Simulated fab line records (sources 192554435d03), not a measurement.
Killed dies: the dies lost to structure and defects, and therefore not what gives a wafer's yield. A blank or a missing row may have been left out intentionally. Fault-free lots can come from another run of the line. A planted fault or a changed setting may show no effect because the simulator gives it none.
Matching of chambers ; flow n5 finfet ; 4 sister chambers for N5_BEOL_M10_STRIP_36 on rie diel-01
The step strips in N2/H2. 8 wafers are shown with their chamber, then 10 later ones without.

## WAFERS PAIRED WITH THEIR CHAMBERS
wafer;chamber;throttle valve pct (%);oes product au (a.u.)
L079.4;3;23.91;0.67
L080.2;3;23.93;0.67
L083.4;0;23.76;0.88
L085.1;2;23.81;0.89
L085.2;1;23.24;0.66
L085.6;1;23.24;0.68
L086.2;2;23.82;0.86
L086.3;0;23.73;0.85

## WAFERS WHOSE CHAMBER IS MISSING
wafer;throttle valve pct (%);oes product au (a.u.)
L086.6;23.25;0.67
L089.2;23.72;0.97
L089.4;23.25;0.66
L089.5;23.25;0.68
L091.2;23.82;0.84
L091.3;23.78;0.83
L091.6;23.76;0.94
L097.2;23.02;0.96
L097.4;23.83;0.80
L097.5;23.03;0.96

## THE CHAMBER EACH PASSED THROUGH
wafer;from the rows above;in truth
L086.6;1;1
L089.2;0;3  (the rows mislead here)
L089.4;1;1
L089.5;1;1
L091.2;2;2
L091.3;can't be placed: 0 or 2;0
L091.6;can't be placed: 0 or 2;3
L097.2;1;1
L097.4;2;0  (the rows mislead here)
L097.5;1;1
6 of 10 placed correctly. These rows do not allow placing 2 (true chamber among the candidates in 1). Wrongly placed: 2.
How it was worked out, from the rows above alone: a wafer's distance from a chamber is the root of the sum, over the readings, of the square of ((its reading less the chamber's mean) divided by the reading's scatter). The wafer belongs to the nearest chamber; if the next one is less than 2 further off, it can't be placed. A chamber's mean is the mean of its shown wafers. The scatter: take each reading less its chamber's mean, square it, sum over the shown wafers, divide by the number of wafers less the number of chambers, and take the root.
